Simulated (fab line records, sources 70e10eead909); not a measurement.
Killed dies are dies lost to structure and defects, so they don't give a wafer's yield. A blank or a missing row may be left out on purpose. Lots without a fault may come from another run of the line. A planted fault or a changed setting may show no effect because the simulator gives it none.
A struck lot beside a sound one | flow nand_harc | 14 steps out of a route of 1302
Sound: wafers L562.3, L562.4, L562.5. Struck: wafers L559.4, L559.5, L559.6. The cause comes at the end.
At each step with rows: each side's tool, then ch and its chambers, then its first start. Under that, the readings that differ: sound wafers | struck wafers | difference of the means | sigmas: that difference in standard deviations of wafers without a fault.
alike: readings whose means differ by less than 2 such deviations, and words and numbers that are the same on both sides. not compared: withheld readings, readings that some wafer has no value for, bounds like >300 that may hide the same value, and numbers for which the record gives no deviation and whose values overlap.
The two part at a step that has a row with sigmas, a row that says differs or no value, or rows on one side only. Numbers that don't overlap but have no deviation are shown without sigmas and don't part them. A reading that every wafer of one side lacks parts them only if that side has two wafers or more.

NHARC_A_CHANNEL_FILL_D2_STRIP_28: strips in O2, time 20 s.
  sound on rie_diel-02 ch 0,2, day 19 21:56; struck on rie_diel-06 ch 0,1, day 18 18:39
  alike: drypump_motor_current_A, oes_product_au, rf_vpp_V, showerhead_plenum_p_Torr, throttle_valve_pct
  not compared: rf_hours_counter_h
then, 4 steps without rows for these wafers: NHARC_A_CHANNEL_FILL_D2_PRECLEAN_21 (cleans in dHF, time 30 s); NHARC_A_CHANNEL_FILL_D2_SRD_23; NHARC_A_CHANNEL_FILL_D2_CVD_05 (deposits poly-Si, target thk 5 nm); NHARC_A_CHANNEL_FILL_D2_ANNEAL_22 (time 7200 s).
NHARC_A_CHANNEL_FILL_D2_THK_MEAS_06: measures by ellipsometry.
  sound on film_metro-02, day 20 09:16; struck on film_metro-02, day 19 06:05
  alike: thk_nm
NHARC_A_CHANNEL_FILL_D2_ALD_25: deposits SiOx, target thk 60 nm, pulse time 10 s, ald cycles 600.
  sound on ald_hk-02 ch 0,1,2, day 20 09:56; struck on ald_hk-03 ch 0,2,3, day 19 07:22
  alike: heater_power_w, precursor_pulse_height_rel
NHARC_A_CHANNEL_FILL_D2_ETCHBACK_08: etches the open film in C4F8, target depth 220 nm, time 110 s.
  sound on rie_diel-05 ch 1,2,3; struck on rie_diel-06 ch 0,2,3
  alike: oes_product_au, rf_vpp_V
  not compared: rf_hours_counter_h
NHARC_A_CHANNEL_FILL_D2_STRIP_29: strips in O2, time 20 s.
  sound on rie_diel-05 ch 0,2; struck on rie_diel-06 ch 0,3
  alike: drypump_motor_current_A, oes_product_au, rf_vpp_V, showerhead_plenum_p_Torr, throttle_valve_pct
  not compared: rf_hours_counter_h
then, 3 steps without rows for these wafers: NHARC_A_CHANNEL_FILL_D2_PRECLEAN_30 (cleans in dHF, time 30 s); NHARC_A_CHANNEL_FILL_D2_SRD_31; NHARC_A_CHANNEL_FILL_D2_CVD_09 (deposits poly-Si, target thk 150 nm, time 3000 s).
NHARC_A_CHANNEL_FILL_D2_CMP_10: polishes, target thk 150 nm.
  sound on cmp-03 ch 1,2,3, day 20 20:45; struck on cmp-03 ch 1,2,3, day 19 17:23
  no value came back on the struck wafers for edge_zone_pressure_frac, motor_current_A (A), time_to_endpoint_s (s); on the sound wafers edge_zone_pressure_frac reads 0.986 0.996 1.004
-- the record jumps here: 9 days lie between the struck wafers' starts before and after (it left off in module A_CHANNEL_FILL_D2 and takes up again in module END, whose first step shown is number 1302 of the route) --
NHARC_END_SORT_01:
  sound on prober-01 ch 0, day 29 20:08; struck on prober-02 ch 0, day 28 19:54
  reading         | sound    | struck                                                               | difference                   | sigmas
  hold            | - - -    | await_dispo/6.6h/scrap await_dispo/6.6h/scrap await_dispo/6.6h/scrap | no value on the sound wafers |
  killed_at_array | 55 66 64 | 673 671 670                                                          | +610                         | +36
  killed_dies     | 62 69 65 | 677 677 677                                                          | +612                         | +34
  alike: killed_at_other, killed_at_periphery, killed_open, killed_short

WHERE THEY PART
First at NHARC_A_CHANNEL_FILL_D2_CMP_10; last, within this record, at NHARC_END_SORT_01.

WHY: what the simulator had put in
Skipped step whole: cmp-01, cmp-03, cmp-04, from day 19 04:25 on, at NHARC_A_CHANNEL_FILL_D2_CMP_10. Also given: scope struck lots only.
